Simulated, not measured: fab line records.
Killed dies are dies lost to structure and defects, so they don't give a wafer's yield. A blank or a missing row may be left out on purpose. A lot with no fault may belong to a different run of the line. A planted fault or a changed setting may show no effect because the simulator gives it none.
What tool caused it?    flow nand_harc    72 wafers from 24 lots sampled at 6 of the route's 1302 steps

WHAT THE GAUGES SHOWED, per wafer
The record lacks any reading of a measuring or inspecting step that a usual standard deviation could be used to judge.

WHAT TOOL EACH LOT RAN ON (gives the tool, then ch and the chambers of the sampled wafers, and finally the start)
lot   NHARC_P_GATE_DESCUM_13              NHARC_P_GATE_STRIP_108              NHARC_P_GATE_STRIP_76                 NHARC_P_CONTACT_ALD_22               NHARC_P_M1_DEP_33                NHARC_P_M2_DEP_33
L074  rie_diel-01 ch 0,1,2, day 4 15:08   rie_diel-10 ch 1,2,3, day 5 06:02   plasma_asher-02 ch 0,1, day 5 19:49   ald_metal-01 ch 0,2,3, day 6 03:17   pecvd-04 ch 1,2, day 6 12:25     pecvd-02 ch 0,1,2, day 6 16:46
L075  rie_diel-01 ch 0,1,3, day 4 22:18   rie_diel-01 ch 0,2,3, day 5 13:30   plasma_asher-02 ch 0,1, day 6 03:04   ald_metal-02 ch 1,2,3, day 6 10:47   pecvd-04 ch 0,1,2, day 6 20:34   pecvd-04 ch 0,1,2, day 7 00:43
L076  rie_diel-01 ch 0,1, day 5 10:38     rie_diel-03 ch 0,1,2, day 6 02:05   plasma_asher-01 ch 0,1, day 6 15:35   ald_metal-04 ch 1,3, day 6 23:09     pecvd-04 ch 0,1,2, day 7 08:09   pecvd-04 ch 0,2, day 7 12:13
L077  rie_diel-01 ch 0,1,3, day 5 14:55   rie_diel-03 ch 0,3, day 6 05:44     plasma_asher-01 ch 0,1, day 6 19:23   ald_metal-02 ch 0,1, day 7 02:57     pecvd-02 ch 1,2, day 7 12:30     pecvd-04 ch 0,2, day 7 16:37
L078  rie_diel-10 ch 1,2, day 6 02:42     rie_diel-10 ch 0,3, day 6 18:57     plasma_asher-02 ch 1, day 7 10:47     ald_metal-01 ch 0,1,3, day 7 18:23   pecvd-03 ch 1,2, day 8 03:35     pecvd-02 ch 0,1,2, day 8 07:46
L079  rie_diel-10 ch 0,2, day 6 12:32     rie_diel-01 ch 0,1,3, day 7 03:49   plasma_asher-02 ch 0,1, day 7 17:38   ald_metal-02 ch 1,2, day 8 02:01     pecvd-04 ch 0,2, day 8 11:28     pecvd-04 ch 0,2, day 8 15:38
L080  rie_diel-10 ch 0,1,2, day 6 23:33   rie_diel-03 ch 0,1,2, day 7 16:18   plasma_asher-02 ch 0,1, day 8 06:12   ald_metal-02 ch 0,2,3, day 8 13:51   pecvd-02 ch 0,1,2, day 8 23:04   pecvd-04 ch 0,2, day 9 03:30
L082  rie_diel-03 ch 0,2,3, day 7 15:31   rie_diel-10 ch 0,1,2, day 8 06:56   plasma_asher-02 ch 0,1, day 8 20:37   ald_metal-04 ch 0,1,3, day 9 04:27   pecvd-02 ch 0,1,2, day 9 13:41   pecvd-03 ch 0,1,2, day 9 17:56
L081  rie_diel-03 ch 0,1,2, day 7 15:43   rie_diel-10 ch 0,1,2, day 8 06:31   plasma_asher-01 ch 0,1, day 8 20:03   ald_metal-02 ch 2,3, day 9 03:44     pecvd-02 ch 0,1, day 9 12:58     pecvd-04 ch 0,1,2, day 9 17:04
L083  rie_diel-01 ch 2,3, day 8 07:17     rie_diel-03 ch 0,3, day 9 01:40     plasma_asher-02 ch 0,1, day 9 15:23   ald_metal-02 ch 0,1, day 9 23:08     pecvd-04 ch 0,2, day 10 08:26    pecvd-04 ch 0,1, day 10 12:34
L084  rie_diel-03 ch 1,2,3, day 8 11:52   rie_diel-01 ch 0,1,3, day 9 07:38   plasma_asher-01 ch 0,1, day 9 21:37   ald_metal-02 ch 1,2,3, day 10 05:17  pecvd-04 ch 0,2, day 10 14:56    pecvd-04 ch 0,2, day 10 19:38
L085  rie_diel-01 ch 1,2,3, day 8 20:30   rie_diel-10 ch 2,3, day 9 12:14     plasma_asher-02 ch 1, day 10 01:56    ald_metal-02 ch 0,1,2, day 10 14:05  pecvd-04 ch 0,2, day 10 23:50    pecvd-02 ch 1,2, day 11 04:11
L086  rie_diel-03 ch 1,2,3, day 9 13:20   rie_diel-10 ch 0,1,2, day 10 12:26  plasma_asher-01 ch 0,1, day 11 01:59  ald_metal-02 ch 1,2, day 11 09:37    pecvd-02 ch 0,1, day 11 18:55    pecvd-04 ch 0,2, day 11 23:02
L087  rie_diel-03 ch 0,1,3, day 9 23:13   rie_diel-01 ch 1,2,3, day 10 16:13  plasma_asher-01 ch 0,1, day 11 05:40  ald_metal-04 ch 1,2,3, day 11 13:44  pecvd-02 ch 0,1,2, day 11 22:53  pecvd-03 ch 0,2, day 12 02:58
L088  rie_diel-10 ch 1,2, day 10 11:40    rie_diel-10 ch 0,3, day 11 02:19    plasma_asher-01 ch 0,1, day 11 15:59  ald_metal-04 ch 0,1,3, day 11 23:35  pecvd-03 ch 0,1,2, day 12 08:44  pecvd-03 ch 0,2, day 12 13:01
L089  rie_diel-03 ch 0,3, day 10 16:04    rie_diel-10 ch 0,1,2, day 11 11:55  plasma_asher-01 ch 0,1, day 12 01:40  ald_metal-04 ch 1,2,3, day 12 09:39  pecvd-03 ch 0,1,2, day 12 18:44  pecvd-03 ch 0,2, day 12 22:48
L091  rie_diel-01 ch 0,1,3, day 11 09:58  rie_diel-03 ch 0,1,2, day 12 00:55  plasma_asher-01 ch 0,1, day 12 14:34  ald_metal-01 ch 1,2,3, day 12 22:06  pecvd-02 ch 0,1,2, day 13 07:47  pecvd-02 ch 0,1,2, day 13 11:59
L090  rie_diel-01 ch 0,1,3, day 11 10:08  rie_diel-10 ch 2,3, day 12 00:25    plasma_asher-02 ch 0,1, day 12 14:05  ald_metal-02 ch 1,2,3, day 12 21:29  pecvd-02 ch 1,2, day 13 06:35    pecvd-04 ch 0,1, day 13 10:43
L092  rie_diel-10 ch 2,3, day 11 22:12    rie_diel-10 ch 2,3, day 12 12:35    plasma_asher-02 ch 0,1, day 13 02:19  ald_metal-02 ch 1,2,3, day 13 10:20  pecvd-02 ch 0,1,2, day 13 19:40  pecvd-02 ch 0,1,2, day 13 23:56
L094  rie_diel-01 ch 0,2,3, day 12 14:22  rie_diel-01 ch 0,1,3, day 13 04:55  plasma_asher-01 ch 0,1, day 13 18:34  ald_metal-04 ch 0,1,3, day 14 02:05  pecvd-02 ch 0,1,2, day 14 11:06  pecvd-03 ch 0,1,2, day 14 15:20
L093  rie_diel-10 ch 1,2,3, day 12 14:25  rie_diel-01 ch 1,2,3, day 13 05:34  plasma_asher-02 ch 0,1, day 13 19:11  ald_metal-01 ch 1,2,3, day 14 02:56  pecvd-03 ch 0,1,2, day 14 12:43  pecvd-04 ch 0,1,2, day 14 16:46
L095  rie_diel-10 ch 2,3, day 13 00:14    rie_diel-01 ch 0,1,2, day 13 17:50  plasma_asher-02 ch 0,1, day 14 07:37  ald_metal-04 ch 2,3, day 14 15:18    pecvd-04 ch 0,1,2, day 15 00:37  pecvd-04 ch 0,1,2, day 15 04:40
L096  rie_diel-01 ch 1,2, day 14 04:06    rie_diel-10 ch 1,3, day 14 20:40    plasma_asher-02 ch 0,1, day 15 14:29  ald_metal-01 ch 0,1, day 15 22:07    pecvd-02 ch 0,1, day 16 07:21    pecvd-02 ch 0,2, day 16 11:37
L097  rie_diel-03 ch 2,3, day 14 04:16    rie_diel-03 ch 0,2, day 14 20:26    plasma_asher-02 ch 1, day 15 10:22    ald_metal-02 ch 0,1,3, day 15 21:18  pecvd-02 ch 0,2, day 16 06:28    pecvd-02 ch 0,1,2, day 16 10:45
- NHARC_P_GATE_DESCUM_13: chemistry O2, time 3 s.
- NHARC_P_GATE_STRIP_108: strips in O2.
- NHARC_P_GATE_STRIP_76: strips in O2.
- NHARC_P_CONTACT_ALD_22: deposits TiN, target thk 3 nm, pulse time 1 s, ald cycles 150.
- NHARC_P_M1_DEP_33: deposits SiCN, target thk 30 nm.
- NHARC_P_M2_DEP_33: deposits SiCN, target thk 30 nm.

AS READ BY THE TOOLS THEMSELVES (means over the sampled wafers that have a number; for cases with no such wafer, the mark the record gives instead)
NHARC_P_GATE_DESCUM_13.
lot   tool         drypump_motor_current_A (A)  oes_product_au (a.u.)  rf_vpp_V (V)  showerhead_plenum_p_Torr (Torr)  throttle_valve_pct (%)
L074  rie_diel-01  5.9                          0.997                  57.9          1.86                             11.311
L075  rie_diel-01  5.5                          0.998                  58.1          1.92                             11.306
L076  rie_diel-01  5.9                          0.997                  59.1          1.91                             11.317
L077  rie_diel-01  5.5                          1.000                  57.0          1.92                             11.316
L078  rie_diel-10  5.7                          0.992                  58.4          1.85                             11.301
L079  rie_diel-10  5.7                          0.990                  57.3          1.96                             11.307
L080  rie_diel-10  5.7                          0.995                  57.3          1.91                             11.306
L082  rie_diel-03  5.5                          1.012                  58.8          1.95                             11.309
L081  rie_diel-03  5.5                          1.000                  58.1          2.00                             11.313
L083  rie_diel-01  5.2                          1.003                  58.2          1.95                             11.314
L084  rie_diel-03  5.4                          1.007                  57.8          1.96                             11.311
L085  rie_diel-01  5.5                          1.004                  58.0          1.88                             11.320
L086  rie_diel-03  5.4                          1.010                  57.7          1.96                             11.309
L087  rie_diel-03  5.8                          1.012                  57.6          1.98                             11.316
L088  rie_diel-10  5.6                          1.004                  57.8          1.87                             11.315
L089  rie_diel-03  5.8                          1.015                  58.3          1.97                             11.304
L091  rie_diel-01  5.5                          1.011                  57.8          1.92                             11.310
L090  rie_diel-01  5.5                          0.998                  58.3          1.92                             11.322
L092  rie_diel-10  5.6                          1.005                  57.2          1.88                             11.299
L094  rie_diel-01  5.7                          1.006                  58.1          1.93                             11.314
L093  rie_diel-10  5.6                          0.997                  58.5          1.86                             11.315
L095  rie_diel-10  5.5                          1.002                  58.6          1.88                             11.305
L096  rie_diel-01  5.9                          1.000                  57.5          1.81                             11.309
L097  rie_diel-03  5.4                          1.003                  57.0          1.92                             11.316

NHARC_P_GATE_STRIP_108.
lot   tool         drypump_motor_current_A (A)  oes_product_au (a.u.)  rf_vpp_V (V)  showerhead_plenum_p_Torr (Torr)  throttle_valve_pct (%)
L074  rie_diel-10  5.7                          0.994                  56.9          3.44                             17.045
L075  rie_diel-01  5.7                          0.998                  57.4          3.56                             17.039
L076  rie_diel-03  5.5                          1.020                  58.8          3.67                             17.035
L077  rie_diel-03  5.8                          1.013                  58.2          3.57                             17.033
L078  rie_diel-10  5.8                          1.004                  58.2          3.51                             17.029
L079  rie_diel-01  5.5                          0.988                  57.3          3.55                             17.033
L080  rie_diel-03  5.5                          1.004                  58.7          3.67                             17.040
L082  rie_diel-10  5.7                          1.007                  58.3          3.51                             17.033
L081  rie_diel-10  5.7                          0.997                  57.6          3.51                             17.041
L083  rie_diel-03  5.8                          1.007                  57.5          3.56                             17.038
L084  rie_diel-01  5.5                          0.996                  58.9          3.55                             17.038
L085  rie_diel-10  5.6                          1.018                  57.6          3.47                             17.035
L086  rie_diel-10  5.7                          0.991                  58.3          3.51                             17.039
L087  rie_diel-01  5.5                          1.002                  56.9          3.46                             17.035
L088  rie_diel-10  5.8                          0.999                  58.4          3.59                             17.038
L089  rie_diel-10  5.7                          1.003                  57.9          3.51                             17.032
L091  rie_diel-03  5.5                          1.013                  58.0          3.67                             17.033
L090  rie_diel-10  5.5                          1.003                  57.8          3.47                             17.045
L092  rie_diel-10  5.5                          1.007                  57.7          3.47                             17.046
L094  rie_diel-01  5.5                          1.004                  57.1          3.54                             17.033
L093  rie_diel-01  5.5                          1.007                  57.5          3.46                             17.042
L095  rie_diel-01  5.9                          0.998                  57.6          3.43                             17.038
L096  rie_diel-10  5.8                          0.997                  57.6          3.39                             17.039
L097  rie_diel-03  5.3                          1.005                  57.7          3.62                             17.029

NHARC_P_GATE_STRIP_76.
lot   tool             drypump_motor_current_A (A)  heater_power_w (W)
L074  plasma_asher-02  5.78                         319
L075  plasma_asher-02  5.80                         317
L076  plasma_asher-01  5.48                         342
L077  plasma_asher-01  5.51                         341
L078  plasma_asher-02  5.98                         305
L079  plasma_asher-02  5.58                         334
L080  plasma_asher-02  5.59                         330
L082  plasma_asher-02  5.79                         313
L081  plasma_asher-01  5.49                         348
L083  plasma_asher-02  5.61                         338
L084  plasma_asher-01  5.48                         350
L085  plasma_asher-02  5.96                         301
L086  plasma_asher-01  5.49                         351
L087  plasma_asher-01  5.49                         353
L088  plasma_asher-01  5.46                         346
L089  plasma_asher-01  5.49                         343
L091  plasma_asher-01  5.49                         350
L090  plasma_asher-02  5.77                         327
L092  plasma_asher-02  5.59                         346
L094  plasma_asher-01  5.48                         352
L093  plasma_asher-02  5.79                         324
L095  plasma_asher-02  5.58                         348
L096  plasma_asher-02  5.76                         324
L097  plasma_asher-02  5.98                         311

NHARC_P_CONTACT_ALD_22.
lot   tool          heater_power_w (W)  precursor_pulse_height_rel
L074  ald_metal-01  1036                0.984
L075  ald_metal-02  1102                1.001
L076  ald_metal-04  1066                0.979
L077  ald_metal-02  940                 0.993
L078  ald_metal-01  1007                1.011
L079  ald_metal-02  1185                0.975
L080  ald_metal-02  1029                1.005
L082  ald_metal-04  1087                1.013
L081  ald_metal-02  1081                1.001
L083  ald_metal-02  957                 1.009
L084  ald_metal-02  1116                0.988
L085  ald_metal-02  1054                0.998
L086  ald_metal-02  1158                0.997
L087  ald_metal-04  1072                0.997
L088  ald_metal-04  1084                1.026
L089  ald_metal-04  1079                0.991
L091  ald_metal-01  968                 0.997
L090  ald_metal-02  1123                0.996
L092  ald_metal-02  1107                0.996
L094  ald_metal-04  1112                0.996
L093  ald_metal-01  981                 1.016
L095  ald_metal-04  1048                0.988
L096  ald_metal-01  990                 0.993
L097  ald_metal-02  994                 1.014

NHARC_P_M1_DEP_33.
lot   tool      heater_power_w (W)
L074  pecvd-04  582
L075  pecvd-04  606
L076  pecvd-04  603
L077  pecvd-02  510
L078  pecvd-03  519
L079  pecvd-04  666
L080  pecvd-02  539
L082  pecvd-02  542
L081  pecvd-02  609
L083  pecvd-04  658
L084  pecvd-04  666
L085  pecvd-04  619
L086  pecvd-02  501
L087  pecvd-02  494
L088  pecvd-03  589
L089  pecvd-03  566
L091  pecvd-02  529
L090  pecvd-02  471
L092  pecvd-02  502
L094  pecvd-02  524
L093  pecvd-03  584
L095  pecvd-04  605
L096  pecvd-02  556
L097  pecvd-02  564

NHARC_P_M2_DEP_33.
lot   tool      heater_power_w (W)
L074  pecvd-02  557
L075  pecvd-04  606
L076  pecvd-04  656
L077  pecvd-04  661
L078  pecvd-02  548
L079  pecvd-04  624
L080  pecvd-04  673
L082  pecvd-03  549
L081  pecvd-04  653
L083  pecvd-04  617
L084  pecvd-04  647
L085  pecvd-02  504
L086  pecvd-04  657
L087  pecvd-03  592
L088  pecvd-03  581
L089  pecvd-03  575
L091  pecvd-02  531
L090  pecvd-04  615
L092  pecvd-02  502
L094  pecvd-03  587
L093  pecvd-04  675
L095  pecvd-04  632
L096  pecvd-02  489
L097  pecvd-02  553

THE ANSWER, worked out from the rows above alone
Rule: what is usual is taken from the lots themselves. The widest of any qualifying gaps counts: lots, ordered by their means at a reading, are off when they make up no more than a third of the lots, leave a main group of 4 or more, and stand apart from it by 3 or more times the standard deviation of that group's means. A main group whose means are all the same, to the digits that the tables above print for the reading, isn't used. Also off: a lot with no number at a reading for which 4 or more lots have one. The other lots that the step has rows for count as sound. Order of review: gauges by route order, followed by the tools' own readings, for which a lot's mean as printed above is used. The first step at which some lot is off is used, and at that step the reading that is off furthest; a lot without a number counts as furthest.
No lot is off at any reading shown: from this, nothing can be told.

WHAT HAD BEEN PUT IN BY THE SIMULATOR
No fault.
